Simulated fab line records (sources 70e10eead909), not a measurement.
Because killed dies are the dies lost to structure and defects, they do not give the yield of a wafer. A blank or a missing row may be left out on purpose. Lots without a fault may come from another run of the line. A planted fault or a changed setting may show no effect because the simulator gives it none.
Tool commonality check    flow nand-harc    Sample size 2 lots and 6 wafers

REASON IT WAS OPENED
On 2 of the 2 lots, a flag is raised at NHARC_END_SORT_01 on the reading killed-dies. No-fault wafers: 61, standard deviation 16.
Rule: flag the lot when none of its wafers has a number, or when each of its wafers that has one lies beyond 4 standard deviations from that mean. The other lots count as sound.

lot   measured      on         killed-dies, wafer by wafer  flag
L496  day 32 20:02  prober-01  158 155 150                  FLAGGED
L498  day 33 03:02  prober-01  162 141 144                  FLAGGED
On average the flagged lots' numbers are 152, which is +91 against the usual, or +6 standard deviations.

WHICH TOOL RAN EACH LOT
The record holds 4 process steps before the reading, out of a route of 1302 steps. Each cell gives the tool, then ch followed by the chambers the sampled wafers passed through, then the start.
lot   flag     NHARC_A_CHANNEL_FILL_D1_ETCHBACK_19  NHARC_A_BONDPAD_DESCUM_11           NHARC_A_BONDPAD_STRIP_15            NHARC_HYBRID_BOND_ACTIVATE_00
L496  FLAGGED  rie-si-03 ch 2,3, day 18 04:38       rie-diel-03 ch 0,1, day 31 08:22    rie-diel-13 ch 2,3, day 31 08:48    rie-diel-08 ch 1,2, day 31 11:04
L498  FLAGGED  rie-si-03 ch 0,1,2, day 19 01:32     rie-diel-13 ch 0,1,3, day 31 19:50  rie-diel-12 ch 0,1,3, day 31 20:14  rie-diel-07 ch 1,3, day 31 22:28
What the steps here do:
- NHARC_A_CHANNEL_FILL_D1_ETCHBACK_19: etches the open film in HBr/Cl2, target depth 5 nm, time 1.7 s.
- NHARC_A_BONDPAD_DESCUM_11: chemistry O2, time 3 s.
- NHARC_A_BONDPAD_STRIP_15: strips in O2.
- NHARC_HYBRID_BOND_ACTIVATE_00: chemistry N2, time 60 s.
- NHARC_END_SORT_01

FLAGGED OVER TOTAL, TOOL BY TOOL (the gauges that took the reading come last)
step                                 tool         lots run  flagged  share of the flagged lots  sound lots run after its first flagged lot
NHARC_A_CHANNEL_FILL_D1_ETCHBACK_19  rie-si-03    2         2        all                        0
NHARC_A_BONDPAD_DESCUM_11            rie-diel-03  1         1        some                       0
NHARC_A_BONDPAD_DESCUM_11            rie-diel-13  1         1        some                       0
NHARC_A_BONDPAD_STRIP_15             rie-diel-12  1         1        some                       0
NHARC_A_BONDPAD_STRIP_15             rie-diel-13  1         1        some                       0
NHARC_HYBRID_BOND_ACTIVATE_00        rie-diel-07  1         1        some                       0
NHARC_HYBRID_BOND_ACTIVATE_00        rie-diel-08  1         1        some                       0
NHARC_END_SORT_01                    prober-01    2         2        all                        0

WHAT THE TABLE PERMITS
Every flagged lot went through 2 rows of the table: rie-si-03 at NHARC_A_CHANNEL_FILL_D1_ETCHBACK_19 and prober-01 at NHARC_END_SORT_01.
- rie-si-03 at NHARC_A_CHANNEL_FILL_D1_ETCHBACK_19: 2 of its 2 lots flagged. Because this sample shows no sound lot run on it before its first flagged lot, the start cannot be pinned down more closely.
- prober-01 at NHARC_END_SORT_01: 2 of its 2 lots flagged. Because this sample shows no sound lot run on it before its first flagged lot, the start cannot be pinned down more closely.
Because each of these 2 tools fits a fault that began at some hour, counting lots does not separate them. More lots, or a look at what each step does to the wafer, might.

WHAT WAS PUT IN BY THE SIMULATOR
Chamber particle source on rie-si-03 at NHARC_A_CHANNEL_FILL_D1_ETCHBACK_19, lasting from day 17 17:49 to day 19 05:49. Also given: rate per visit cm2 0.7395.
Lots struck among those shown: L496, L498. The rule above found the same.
